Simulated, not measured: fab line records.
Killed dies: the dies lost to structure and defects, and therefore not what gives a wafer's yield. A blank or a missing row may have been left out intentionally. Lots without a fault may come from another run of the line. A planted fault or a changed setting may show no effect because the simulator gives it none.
Which of the tools did it? ; flow nand-harc ; 11 lots with 33 wafers sampled at 5 steps, on a route of 1302 steps

## WHAT THE GAUGES READ, wafer by wafer
NHARC_THIN_TSV_CD_MEAS_33 targets a cd of 5000 nm.
lot;measured;on;cd-nm (nm)
L629;day 25 16:10;cd-sem-03;5001.4 4993.4 5000.0
L632;day 26 15:19;cd-sem-01;4998.6 5002.1 5002.9
L633;day 26 13:53;cd-sem-03;4999.5 5002.4 5001.9
L634;day 27 23:29;cd-sem-02;5000.8 4999.3 5000.3
L635;day 28 10:44;cd-sem-01;5000.1 5000.3 5001.3
L636;day 28 21:45;cd-sem-01;5001.2 5003.6 5002.3
L637;day 28 22:15;cd-sem-01;5002.2 4998.7 5001.3
L638;day 29 22:50;cd-sem-03;5002.3 4999.5 5000.6
L639;day 30 11:35;cd-sem-01;4998.3 4999.9 5001.8
L645;day 32 18:54;cd-sem-01;5002.2 4997.1 4998.1
L647;day 32 21:38;cd-sem-01;5001.2 5002.8 5002.1

NHARC_END_SORT_01.
lot;measured;on;defect-limited-yield (%);killed-at-array;killed-at-other;killed-at-periphery;killed-dies;killed-open;killed-short
L632;day 27 06:35;prober-02;91 91 90;46 58 66;1 1 0;14 4 1;61 63 67;7 2 4;1 4 4
L633;day 26 22:04;prober-01;82 83 83;117 107 106;0 1 0;8 7 6;125 115 112;2 3 3;6 5 6
L634;day 28 09:17;prober-01;91 91 92;56 57 52;0 3 1;3 3 4;59 63 57;2 2 5;3 1 1
L635;day 28 21:35;prober-02;86 87 87;95 87 82;0 0 1;3 2 2;98 89 85;4 1 4;5 1 1
L636;day 29 07:17;prober-01;86 87 85;89 82 95;0 0 1;3 6 5;92 88 101;4 6 2;3 4 6
L645;day 33 04:23;prober-02;79 80 80;83 70 83;0 2 2;59 63 50;142 135 135;3 3 1;0 0 2
L647;day 33 13:04;prober-02;88 84 88;34 24 28;2 2 1;43 79 54;79 105 83;5 6 3;2 1 3

## WHICH TOOL RAN EACH LOT (tool, then ch and the chambers of the sampled wafers, then the start)
lot;NHARC_P_M1_STRIP_18;NHARC_THIN_TSV_DESCUM_35;NHARC_THIN_TSV_ETCH_59
L629;rie-diel-09 ch 1,2,3, day 8 05:40;rie-diel-07 ch 1,2,3, day 25 16:19;rie-metal-01 ch 0,1, day 25 16:31
L632;rie-diel-09 ch 0,1,2, day 9 09:38;rie-diel-05 ch 1,2,3, day 26 15:28;rie-metal-02 ch 0, day 26 15:35
L633;rie-diel-08 ch 0,1, day 9 11:53;rie-diel-09 ch 0,1, day 26 14:03;rie-metal-03 ch 0,1, day 26 14:11
L634;rie-diel-08 ch 0,1,3, day 10 08:32;rie-diel-05 ch 0,2, day 27 23:38;rie-metal-02 ch 0,1, day 27 23:46
L635;rie-diel-09 ch 0,1,2, day 10 12:00;rie-diel-07 ch 1,2,3, day 28 10:54;rie-metal-03 ch 0,1, day 28 11:04
L636;rie-diel-09 ch 0,2, day 11 00:51;rie-diel-05 ch 0,3, day 28 21:56;rie-metal-03 ch 0, day 28 22:04
L637;rie-diel-09 ch 0,1,2, day 11 04:32;rie-diel-09 ch 0,1,2, day 28 22:25;rie-metal-02 ch 0,1, day 28 22:34
L638;rie-diel-08 ch 0,1,3, day 12 02:13;rie-diel-09 ch 0,2, day 29 22:59;rie-metal-01 ch 0,1, day 29 23:09
L639;rie-diel-09 ch 1,3, day 12 14:04;rie-diel-09 ch 0,1,3, day 30 11:47;rie-metal-03 ch 0,1, day 30 11:53
L645;rie-diel-09 ch 1,2,3, day 15 06:04;rie-diel-09 ch 1,2,3, day 32 19:05;rie-metal-03 ch 0,1, day 32 19:14
L647;rie-diel-09 ch 0,2,3, day 15 07:52;rie-diel-09 ch 0,2,3, day 32 21:47;rie-metal-01 ch 0,1, day 32 21:55
- NHARC_P_M1_STRIP_18: strips in N2/H2.
- NHARC_THIN_TSV_DESCUM_35: chemistry O2, time 3 s.
- NHARC_THIN_TSV_ETCH_59: etches the open film in Cl2/BCl3, target depth 880 nm, time 138.1 s.

## AS READ BY THE TOOLS THEMSELVES (means over the sampled wafers that have a number; for cases with no such wafer, the mark the record gives instead)
NHARC_P_M1_STRIP_18.
lot;tool;chamber-pressure-mTorr (mTorr);drypump-motor-current-A (A);mfc-ar-sccm (sccm);oes-product-au (a.u.);rf-vpp-V (V);showerhead-plenum-p-Torr (Torr);throttle-valve-pct (%)
L629;rie-diel-09;29.995;5.6;0.022;0.999;91.1;2.02;14.165
L632;rie-diel-09;30.025;5.8;0.009;1.002;90.5;1.96;14.171
L633;rie-diel-08;29.986;5.1;0.005;0.991;90.6;2.01;14.172
L634;rie-diel-08;30.014;5.3;0.017;0.990;90.6;2.00;14.179
L635;rie-diel-09;29.988;5.8;0.009;0.992;89.9;1.96;14.179
L636;rie-diel-09;29.985;6.0;0.017;0.978;90.6;1.99;14.175
L637;rie-diel-09;30.000;5.8;0.009;0.993;89.2;1.95;14.175
L638;rie-diel-08;30.001;5.3;0.017;0.989;90.7;2.00;14.169
L639;rie-diel-09;29.997;5.4;0.014;0.984;91.0;1.98;14.179
L645;rie-diel-09;30.018;5.6;0.022;1.000;90.7;2.01;14.161
L647;rie-diel-09;29.992;6.0;0.021;1.005;91.2;2.04;14.173

NHARC_THIN_TSV_DESCUM_35.
lot;tool;chamber-pressure-mTorr (mTorr);drypump-motor-current-A (A);mfc-ar-sccm (sccm);oes-product-au (a.u.);rf-vpp-V (V);showerhead-plenum-p-Torr (Torr);throttle-valve-pct (%)
L629;rie-diel-07;59.98;6.0;0.007;0.989;57.7;1.89;11.314
L632;rie-diel-05;59.98;6.1;0.002;0.990;57.9;1.90;11.312
L633;rie-diel-09;59.99;5.6;0.001;1.009;57.8;1.80;11.310
L634;rie-diel-05;60.00;5.7;0.010;0.998;57.5;1.90;11.304
L635;rie-diel-07;59.97;5.9;0.007;1.009;57.4;1.89;11.308
L636;rie-diel-05;59.99;5.6;0.010;0.998;57.6;1.95;11.316
L637;rie-diel-09;60.01;5.8;0.009;1.004;56.6;1.83;11.308
L638;rie-diel-09;59.93;5.9;0.017;0.998;57.8;1.86;11.311
L639;rie-diel-09;60.06;5.9;0.013;1.004;58.0;1.88;11.319
L645;rie-diel-09;60.00;5.6;0.022;1.005;57.7;1.88;11.310
L647;rie-diel-09;60.00;6.0;0.021;0.998;58.3;1.91;11.306

NHARC_THIN_TSV_ETCH_59.
lot;tool;bias-w (W);chamber-pressure-mTorr (mTorr);drypump-motor-current-A (A);oes-product-au (a.u.);throttle-valve-pct (%)
L629;rie-metal-01;99.89;10.007;6.0;0.998;22.258
L632;rie-metal-02;99.96;10.011;6.0;1.009;22.271
L633;rie-metal-03;100.18;9.993;6.1;0.983;22.273
L634;rie-metal-02;100.26;10.008;5.8;1.006;22.268
L635;rie-metal-03;100.01;10.001;5.8;0.985;22.264
L636;rie-metal-03;100.01;10.003;5.6;0.992;22.258
L637;rie-metal-02;99.81;9.991;5.8;0.997;22.263
L638;rie-metal-01;100.25;10.001;5.9;0.993;22.270
L639;rie-metal-03;100.05;9.992;6.1;0.974;22.267
L645;rie-metal-03;99.89;9.992;5.8;0.989;22.272
L647;rie-metal-01;99.97;10.001;6.0;0.982;22.270

## THE ANSWER, worked out from the rows above alone
Rule: usual is defined by the lots themselves. Put in order of their means at a reading, lots are off if they are a third of the lots or fewer, leave a main group of 4 or more, and stand apart from it by a gap of 3 or more times the standard deviation of the main group's means; of several such gaps the widest counts. A main group is skipped when, at the precision printed for the reading in the tables above, its means are all equal. Also off: a lot with no number at a reading for which 4 or more lots have one. All remaining lots with rows at the step are treated as sound. First the gauges in route order, then the tools' own readings, where a lot's mean is used as printed above. At the first step where some lot is off, the reading lying furthest off is the one used; lots without a number count as furthest.
Off: L645, L647 (NHARC_END_SORT_01, killed-at-periphery). Main group: mean 4.7, sd 1.8. Neither off nor sound, because the step has no rows for them: L629, L637, L638, L639.
A tool fits if, at a process step before that reading, it ran every lot that is off, and no sound lot after the first of them. Those tools and the gauges at NHARC_END_SORT_01 are tried in the same way. This does not decide it: 2 tools fit, namely rie-diel-09 at NHARC_P_M1_STRIP_18 and NHARC_THIN_TSV_DESCUM_35 and prober-02 at NHARC_END_SORT_01.

## WHAT WAS PUT IN BY THE SIMULATOR
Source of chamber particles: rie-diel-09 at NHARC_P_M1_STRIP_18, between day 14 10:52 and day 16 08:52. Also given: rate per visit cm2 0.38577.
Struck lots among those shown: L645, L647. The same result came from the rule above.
